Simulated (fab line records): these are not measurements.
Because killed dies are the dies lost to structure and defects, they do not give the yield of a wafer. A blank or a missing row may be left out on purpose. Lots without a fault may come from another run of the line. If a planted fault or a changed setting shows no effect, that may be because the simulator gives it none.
Matching of chambers + flow n5Finfet + 3 sister chambers for N5_BEOL_M2_ILD_DEP_00 on pecvd-04
The step deposits SiOC from DEMS/O2, target thk 79 nm, time 15.3 s. 18 wafers are shown with their chamber, then 9 later ones without.

## EACH WAFER AND ITS CHAMBER
| wafer  | chamber | throttleValvePct (%) | showerheadPlenumPTorr (Torr) | heaterPowerW (W) |
|--------|---------|----------------------|------------------------------|------------------|
| L077.2 | 2       | 11.1                 | 5.703                        | 463              |
| L077.3 | 0       | 11.4                 | 5.701                        | 475              |
| L077.4 | 0       | 11.6                 | 5.689                        | 471              |
| L078.1 | 1       | 12.6                 | 5.674                        | 439              |
| L078.3 | 2       | 11.1                 | 5.700                        | 419              |
| L078.6 | 1       | 12.9                 | 5.689                        | 452              |
| L080.1 | 2       | 11.2                 | 5.711                        | 406              |
| L080.3 | 0       | 11.2                 | 5.702                        | 452              |
| L080.4 | 2       | 11.0                 | 5.715                        | 413              |
| L079.1 | 2       | 11.4                 | 5.714                        | 453              |
| L079.2 | 1       | 12.9                 | 5.667                        | 377              |
| L079.3 | 0       | 11.5                 | 5.699                        | 514              |
| L079.4 | 2       | 11.2                 | 5.715                        | 448              |
| L079.5 | 1       | 12.8                 | 5.678                        | 382              |
| L079.6 | 0       | 11.1                 | 5.694                        | 513              |
| L081.1 | 1       | 12.8                 | 5.694                        | 393              |
| L081.4 | 0       | 11.1                 | 5.691                        | 550              |
| L081.6 | 1       | 12.6                 | 5.685                        | 385              |

SIGNATURES (means of the wafers above)
| reading               | chamber 0 | chamber 1 | chamber 2 | scatter within a chamber |
|-----------------------|-----------|-----------|-----------|--------------------------|
| throttleValvePct      | 11.317    | 12.767    | 11.167    | 0.166                    |
| showerheadPlenumPTorr | 5.69600   | 5.68117   | 5.70967   | 0.0076                   |
| heaterPowerW          | 495.83    | 404.67    | 433.67    | 31.2                     |
Rule: a wafer lies at a distance from a chamber equal to the root of the sum of squares, over the readings, of (its reading less the chamber's mean, divided by the reading's scatter). If the next closest chamber is less than 2 further off than the closest, the wafer can't be placed; otherwise it belongs to the closest. The scatter: the root of (the sum of the squares of (reading less its chamber's mean) over the shown wafers, divided by (wafers less chambers)).

## WAFERS MISSING THEIR CHAMBER
| wafer  | throttleValvePct (%) | showerheadPlenumPTorr (Torr) | heaterPowerW (W) |
|--------|----------------------|------------------------------|------------------|
| L082.1 | 12.7                 | 5.683                        | 414              |
| L082.3 | 11.2                 | 5.699                        | 513              |
| L082.6 | 11.2                 | 5.695                        | 519              |
| L087.1 | 11.2                 | 5.704                        | 478              |
| L087.4 | 11.4                 | 5.700                        | 518              |
| L087.5 | 11.1                 | 5.704                        | 506              |
| L096.3 | 12.8                 | 5.688                        | 444              |
| L096.4 | 12.9                 | 5.680                        | 438              |
| L096.5 | 11.5                 | 5.713                        | 474              |

## WHICH CHAMBER EACH WENT THROUGH
| wafer  | from the rows above     | in truth |
|--------|-------------------------|----------|
| L082.1 | 1                       | 1        |
| L082.3 | can't be placed: 0 or 2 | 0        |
| L082.6 | 0                       | 0        |
| L087.1 | can't be placed: 0 or 2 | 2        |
| L087.4 | 0                       | 0        |
| L087.5 | can't be placed: 0 or 2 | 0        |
| L096.3 | 1                       | 1        |
| L096.4 | 1                       | 1        |
| L096.5 | can't be placed: 2 or 0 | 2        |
Placed correctly: 5 of 9. Can't be placed from these rows: 4 (the true chamber is among the candidates in 4). Number placed wrongly: 0.
